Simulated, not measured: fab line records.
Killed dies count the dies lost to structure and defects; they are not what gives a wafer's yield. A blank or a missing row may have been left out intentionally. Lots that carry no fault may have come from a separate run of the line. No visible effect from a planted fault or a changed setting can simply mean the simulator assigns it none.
What tool caused it? | flow nand harc | 24 lots, 72 wafers sampled, at 6 steps of a route of 1302

WHAT THE GAUGES READ, wafer by wafer
The record lacks any reading of a measuring or inspecting step that a usual standard deviation could be used to judge.

WHICH TOOL RAN EACH LOT (tool, then ch and the chambers of the sampled wafers, then the start)
lot  | NHARC_A_SLIT_ETCH_24               | NHARC_A_WL_FILL_RTA_01           | NHARC_A_CONTACT_ETCH_113             | NHARC_A_CONTACT_ETCH_114             | NHARC_A_CONTACT_ETCH_115             | NHARC_A_CONTACT_DEP_58
L074 | rie diel-10 ch 1,2,3, day 19 17:07 | rtp anneal-02 ch 0, day 20 08:57 | har cap etch-03 ch 0,1, day 21 15:18 | har cap etch-03 ch 0,1, day 21 15:28 | har cap etch-03 ch 0,1, day 21 15:38 | pecvd-04 ch 0,1,2, day 21 22:21
L075 | rie diel-02 ch 0,1, day 20 12:33   | rtp anneal-01 ch 0, day 21 03:16 | har cap etch-03 ch 0,1, day 22 06:25 | har cap etch-03 ch 0,1, day 22 06:38 | har cap etch-03 ch 0,1, day 22 06:52 | pecvd-03 ch 1,2, day 22 16:16
L076 | rie diel-07 ch 1,2, day 20 12:42   | rtp anneal-02 ch 0, day 21 03:28 | har cap etch-02 ch 0,1, day 22 05:56 | har cap etch-02 ch 0,1, day 22 06:06 | har cap etch-02 ch 0,1, day 22 06:16 | pecvd-01 ch 0,1,2, day 22 13:04
L078 | rie diel-07 ch 1,2,3, day 21 00:39 | rtp anneal-02 ch 0, day 21 14:01 | har cap etch-03 ch 0,1, day 22 17:22 | har cap etch-03 ch 0,1, day 22 17:32 | har cap etch-03 ch 0,1, day 22 17:42 | pecvd-03 ch 0,1,2, day 23 02:28
L077 | rie diel-10 ch 2,3, day 21 01:04   | rtp anneal-01 ch 0, day 21 15:33 | har cap etch-02 ch 0,1, day 22 17:12 | har cap etch-02 ch 0,1, day 22 17:22 | har cap etch-02 ch 0,1, day 22 17:32 | pecvd-04 ch 0,1,2, day 23 01:04
L079 | rie diel-07 ch 0,1, day 21 18:55   | rtp anneal-02 ch 0, day 22 08:13 | har cap etch-03 ch 0, day 23 10:38   | har cap etch-03 ch 0, day 23 10:48   | har cap etch-03 ch 0, day 23 10:58   | pecvd-01 ch 0,2, day 23 17:50
L080 | rie diel-10 ch 0,1, day 22 07:58   | rtp anneal-02 ch 0, day 22 22:14 | har cap etch-01 ch 0,1, day 24 02:08 | har cap etch-01 ch 0,1, day 24 02:19 | har cap etch-01 ch 0,1, day 24 02:28 | pecvd-04 ch 0,1,2, day 24 09:18
L082 | rie diel-07 ch 1,3, day 22 18:48   | rtp anneal-02 ch 0, day 23 09:54 | har cap etch-02 ch 0, day 24 15:39   | har cap etch-02 ch 0, day 24 15:49   | har cap etch-02 ch 0, day 24 16:00   | pecvd-03 ch 0,2, day 24 23:23
L081 | rie diel-07 ch 0,1,2, day 22 20:29 | rtp anneal-01 ch 0, day 23 11:01 | har cap etch-03 ch 0,1, day 24 11:27 | har cap etch-03 ch 0,1, day 24 11:37 | har cap etch-03 ch 0,1, day 24 11:47 | pecvd-03 ch 0,1, day 24 20:14
L083 | rie diel-10 ch 0,1,3, day 24 05:56 | rtp anneal-01 ch 0, day 24 22:49 | har cap etch-03 ch 0,1, day 26 03:28 | har cap etch-03 ch 0,1, day 26 03:38 | har cap etch-03 ch 0,1, day 26 03:48 | pecvd-03 ch 1,2, day 26 13:27
L085 | rie diel-07 ch 1,2, day 24 13:56   | rtp anneal-01 ch 0, day 25 03:19 | har cap etch-02 ch 0,1, day 26 02:38 | har cap etch-02 ch 0,1, day 26 02:48 | har cap etch-02 ch 0,1, day 26 02:58 | pecvd-03 ch 1,2, day 26 12:37
L086 | rie diel-07 ch 1,2, day 24 17:17   | rtp anneal-01 ch 0, day 25 07:11 | har cap etch-01 ch 0,1, day 26 09:28 | har cap etch-01 ch 0,1, day 26 09:38 | har cap etch-01 ch 0,1, day 26 09:48 | pecvd-03 ch 0,1,2, day 26 20:27
L084 | rie diel-02 ch 2,3, day 24 17:38   | rtp anneal-01 ch 0, day 25 07:22 | har cap etch-02 ch 0,1, day 26 11:07 | har cap etch-02 ch 0,1, day 26 11:20 | har cap etch-02 ch 0,1, day 26 11:34 | pecvd-04 ch 0,1,2, day 26 22:05
L087 | rie diel-10 ch 0,1,3, day 25 16:05 | rtp anneal-02 ch 0, day 26 05:32 | har cap etch-01 ch 0,1, day 27 08:10 | har cap etch-01 ch 0,1, day 27 08:21 | har cap etch-01 ch 0,1, day 27 08:31 | pecvd-03 ch 0,1,2, day 27 15:25
L088 | rie diel-02 ch 2,3, day 25 16:14   | rtp anneal-01 ch 0, day 26 05:34 | har cap etch-02 ch 0,1, day 27 08:13 | har cap etch-02 ch 0,1, day 27 08:23 | har cap etch-02 ch 0,1, day 27 08:34 | pecvd-01 ch 1,2, day 27 18:11
L089 | rie diel-02 ch 0,2,3, day 26 02:45 | rtp anneal-02 ch 0, day 26 15:54 | har cap etch-03 ch 1, day 27 17:58   | har cap etch-03 ch 1, day 27 18:08   | har cap etch-03 ch 1, day 27 18:19   | pecvd-01 ch 1,2, day 28 04:02
L091 | rie diel-07 ch 0,1,2, day 26 08:29 | rtp anneal-02 ch 0, day 26 21:55 | har cap etch-01 ch 0,1, day 28 03:59 | har cap etch-01 ch 0,1, day 28 04:13 | har cap etch-01 ch 0,1, day 28 04:26 | pecvd-01 ch 0,1,2, day 28 11:57
L090 | rie diel-07 ch 1,2,3, day 26 11:01 | rtp anneal-01 ch 0, day 27 01:36 | har cap etch-02 ch 0,1, day 28 06:09 | har cap etch-02 ch 0,1, day 28 06:19 | har cap etch-02 ch 0,1, day 28 06:29 | pecvd-03 ch 1,2, day 28 13:23
L092 | rie diel-02 ch 0,1,3, day 27 20:29 | rtp anneal-01 ch 0, day 28 09:44 | har cap etch-03 ch 0,1, day 29 17:40 | har cap etch-03 ch 0,1, day 29 17:50 | har cap etch-03 ch 0,1, day 29 18:01 | pecvd-04 ch 0,1,2, day 30 02:46
L094 | rie diel-07 ch 1,2,3, day 27 21:52 | rtp anneal-02 ch 0, day 28 09:41 | har cap etch-01 ch 0,1, day 29 13:12 | har cap etch-01 ch 0,1, day 29 13:22 | har cap etch-01 ch 0,1, day 29 13:32 | pecvd-01 ch 0,1, day 29 20:41
L093 | rie diel-02 ch 1,2, day 27 22:47   | rtp anneal-01 ch 0, day 28 13:56 | har cap etch-02 ch 0,1, day 29 14:23 | har cap etch-02 ch 0,1, day 29 14:33 | har cap etch-02 ch 0,1, day 29 14:43 | pecvd-01 ch 0,2, day 29 21:35
L095 | rie diel-07 ch 0,1,2, day 28 09:55 | rtp anneal-02 ch 0, day 28 23:12 | har cap etch-02 ch 0,1, day 30 01:28 | har cap etch-02 ch 0,1, day 30 01:38 | har cap etch-02 ch 0,1, day 30 01:48 | pecvd-03 ch 1,2, day 30 10:55
L096 | rie diel-10 ch 0,3, day 28 16:35   | rtp anneal-01 ch 0, day 29 05:52 | har cap etch-01 ch 1, day 30 10:47   | har cap etch-01 ch 1, day 30 10:57   | har cap etch-01 ch 1, day 30 11:07   | pecvd-03 ch 0,2, day 30 17:56
L097 | rie diel-10 ch 1,2,3, day 29 06:28 | rtp anneal-01 ch 0, day 29 20:11 | har cap etch-03 ch 0,1, day 30 22:57 | har cap etch-03 ch 0,1, day 30 23:07 | har cap etch-03 ch 0,1, day 30 23:17 | pecvd-01 ch 0,1, day 31 06:09
- NHARC_A_SLIT_ETCH_24: etches the open film in CF4/CHF3, target depth 121 nm, time 60.5 s.
- NHARC_A_WL_FILL_RTA_01: time 5 s.
- NHARC_A_CONTACT_ETCH_113: etches the open film in C4F8/O2/Ar, time 190 s, target depth 1850 nm.
- NHARC_A_CONTACT_ETCH_114: etches the open film in C4F8/O2/Ar, time 190 s, target depth 1850 nm.
- NHARC_A_CONTACT_ETCH_115: etches the open film in C4F8/O2/Ar, time 190 s, target depth 1850 nm.
- NHARC_A_CONTACT_DEP_58: deposits SiON, target thk 90 nm.

AS READ BY THE TOOLS THEMSELVES (means over the sampled wafers that have a number; for cases with no such wafer, the mark the record gives instead)
NHARC_A_SLIT_ETCH_24. Usual: cf4 flow sccm 100.03 sccm, standard deviation 0.3; drypump motor current A 5.6 A, standard deviation 0.45; oes product au 0.964 a.u., standard deviation 0.015; rf vpp V 371.6 V, standard deviation 2; showerhead plenum p Torr 1.60 Torr, standard deviation 0.053; throttle valve pct 16.802 %, standard deviation 0.0083.
lot  | tool        | cf4 flow sccm (sccm) | drypump motor current A (A) | oes product au (a.u.) | rf vpp V (V) | showerhead plenum p Torr (Torr) | throttle valve pct (%) | flag
L074 | rie diel-10 | 99.81                | 5.7                         | 0.972                 | 372.5        | 1.62                            | 16.810                 |
L075 | rie diel-02 | 99.95                | 5.3                         | 0.971                 | 370.7        | 1.58                            | 16.802                 |
L076 | rie diel-07 | 100.31               | 5.5                         | 0.963                 | 374.3        | 1.66                            | 16.804                 |
L078 | rie diel-07 | 100.04               | 5.6                         | 0.964                 | 372.6        | 1.63                            | 16.799                 |
L077 | rie diel-10 | 100.24               | 5.6                         | 0.953                 | 373.7        | 1.65                            | 16.800                 |
L079 | rie diel-07 | 99.91                | 5.0                         | 0.971                 | 372.8        | 1.62                            | 16.798                 |
L080 | rie diel-10 | 99.76                | 5.8                         | 0.956                 | 370.9        | 1.56                            | 16.803                 |
L082 | rie diel-07 | 99.91                | 5.2                         | 0.972                 | 372.6        | 1.63                            | 16.796                 |
L081 | rie diel-07 | 99.93                | 5.4                         | 0.968                 | 371.9        | 1.62                            | 16.799                 |
L083 | rie diel-10 | 99.84                | 5.7                         | 0.962                 | 371.1        | 1.58                            | 16.805                 |
L085 | rie diel-07 | 99.75                | 5.1                         | 0.971                 | 374.2        | 1.65                            | 16.793                 |
L086 | rie diel-07 | 100.26               | 5.5                         | 0.970                 | 374.0        | 1.66                            | 16.799                 |
L084 | rie diel-02 | 100.01               | 5.7                         | 0.927                 | 369.5        | 1.53                            | 16.801                 |
L087 | rie diel-10 | 99.79                | 5.7                         | 0.964                 | 370.3        | 1.58                            | 16.802                 |
L088 | rie diel-02 | 99.94                | 5.9                         | 0.971                 | 370.8        | 1.56                            | 16.812                 |
L089 | rie diel-02 | 100.13               | 5.6                         | 0.970                 | 370.1        | 1.55                            | 16.796                 |
L091 | rie diel-07 | 99.82                | 5.4                         | 0.963                 | 372.2        | 1.62                            | 16.804                 |
L090 | rie diel-07 | 100.18               | 5.6                         | 0.954                 | 372.1        | 1.63                            | 16.799                 |
L092 | rie diel-02 | 100.31               | 5.4                         | 0.960                 | 370.5        | 1.56                            | 16.809                 |
L094 | rie diel-07 | 100.02               | 5.6                         | 0.960                 | 372.2        | 1.63                            | 16.802                 |
L093 | rie diel-02 | 100.10               | 5.8                         | 0.954                 | 372.0        | 1.63                            | 16.798                 |
L095 | rie diel-07 | 100.04               | 5.4                         | 0.966                 | 371.7        | 1.62                            | 16.796                 |
L096 | rie diel-10 | 100.12               | 5.5                         | 0.964                 | 369.9        | 1.57                            | 16.810                 |
L097 | rie diel-10 | 100.30               | 5.8                         | 0.965                 | 372.0        | 1.62                            | 16.800                 |

NHARC_A_WL_FILL_RTA_01. Usual: anneal temp c max 1004.0, standard deviation 0.84; lamp power pct 31 %, standard deviation 3.8; lamp_zone_4_pct 31 %, standard deviation 3.8; wafer_temp_C_max 1005.8, standard deviation 1.4.
lot  | tool          | anneal temp c max | lamp power pct (%) | lamp_zone_4_pct (%) | wafer_temp_C_max | flag
L074 | rtp anneal-02 | 1003.4            | 35                 | 35                  | 1007.2           |
L075 | rtp anneal-01 | 1005.2            | 27                 | 27                  | 1005.8           |
L076 | rtp anneal-02 | 1003.5            | 35                 | 35                  | 1006.2           |
L078 | rtp anneal-02 | 1003.0            | 35                 | 35                  | 1007.8           |
L077 | rtp anneal-01 | 1004.9            | 27                 | 27                  | 1004.9           |
L079 | rtp anneal-02 | 1003.7            | 35                 | 35                  | 1006.3           |
L080 | rtp anneal-02 | 1003.7            | 35                 | 35                  | 1006.4           |
L082 | rtp anneal-02 | 1003.4            | 35                 | 35                  | 1007.3           |
L081 | rtp anneal-01 | 1005.3            | 27                 | 27                  | 1004.3           |
L083 | rtp anneal-01 | 1004.5            | 27                 | 27                  | 1005.4           |
L085 | rtp anneal-01 | 1004.4            | 27                 | 27                  | 1005.9           |
L086 | rtp anneal-01 | 1004.7            | 27                 | 27                  | 1005.9           |
L084 | rtp anneal-01 | 1004.4            | 27                 | 27                  | 1005.0           |
L087 | rtp anneal-02 | 1003.6            | 35                 | 35                  | 1007.8           |
L088 | rtp anneal-01 | 1003.5            | 27                 | 27                  | 1004.6           |
L089 | rtp anneal-02 | 1003.8            | 35                 | 35                  | 1008.0           |
L091 | rtp anneal-02 | 1003.0            | 35                 | 35                  | 1005.2           |
L090 | rtp anneal-01 | 1004.5            | 27                 | 27                  | 1004.8           |
L092 | rtp anneal-01 | 1004.8            | 27                 | 27                  | 1004.6           |
L094 | rtp anneal-02 | 1003.0            | 35                 | 35                  | 1008.1           |
L093 | rtp anneal-01 | 1004.3            | 27                 | 27                  | 1004.7           |
L095 | rtp anneal-02 | 1003.4            | 35                 | 35                  | 1006.3           |
L096 | rtp anneal-01 | 1004.6            | 27                 | 27                  | 1005.3           |
L097 | rtp anneal-01 | 1004.1            | 27                 | 27                  | 1005.6           |

NHARC_A_CONTACT_DEP_58. Usual: heater power w 696 W, standard deviation 91; susceptor temp C 399.99 C, standard deviation 0.21.
lot  | tool     | heater power w (W) | susceptor temp C (C) | flag
L074 | pecvd-04 | 656                | 399.94               |
L075 | pecvd-03 | 732                | 399.96               |
L076 | pecvd-01 | 688                | 399.78               |
L078 | pecvd-03 | 659                | 400.02               |
L077 | pecvd-04 | 634                | 400.03               |
L079 | pecvd-01 | 698                | 399.92               |
L080 | pecvd-04 | 661                | 400.00               |
L082 | pecvd-03 | 633                | 399.81               |
L081 | pecvd-03 | 642                | 400.01               |
L083 | pecvd-03 | 710                | 399.95               |
L085 | pecvd-03 | 739                | 400.05               |
L086 | pecvd-03 | 693                | 400.15               |
L084 | pecvd-04 | 688                | 400.08               |
L087 | pecvd-03 | 729                | 400.04               |
L088 | pecvd-01 | 759                | 400.12               |
L089 | pecvd-01 | 791                | 400.02               |
L091 | pecvd-01 | 713                | 399.99               |
L090 | pecvd-03 | 754                | 400.11               |
L092 | pecvd-04 | 711                | 399.86               |
L094 | pecvd-01 | 678                | 399.94               |
L093 | pecvd-01 | 672                | 399.87               |
L095 | pecvd-03 | 785                | 400.14               |
L096 | pecvd-03 | 650                | 399.96               |
L097 | pecvd-01 | 756                | 400.16               |

THE ANSWER, worked out from the rows above alone
Rule: a lot counts as off when the mean over its wafers that have a number is more than 3 standard deviations away from the usual mean. Also off: a lot with no number at a reading for which 4 or more lots have one. All remaining lots with rows at the step are treated as sound. First the gauges in route order, then the tools' own readings, where a lot's mean is used as printed above. At the first step where some lot is off, the reading lying furthest off is the one used; lots without a number count as furthest.
Nothing can be told from this: no lot is off at any reading shown.

WHAT WAS PUT IN BY THE SIMULATOR
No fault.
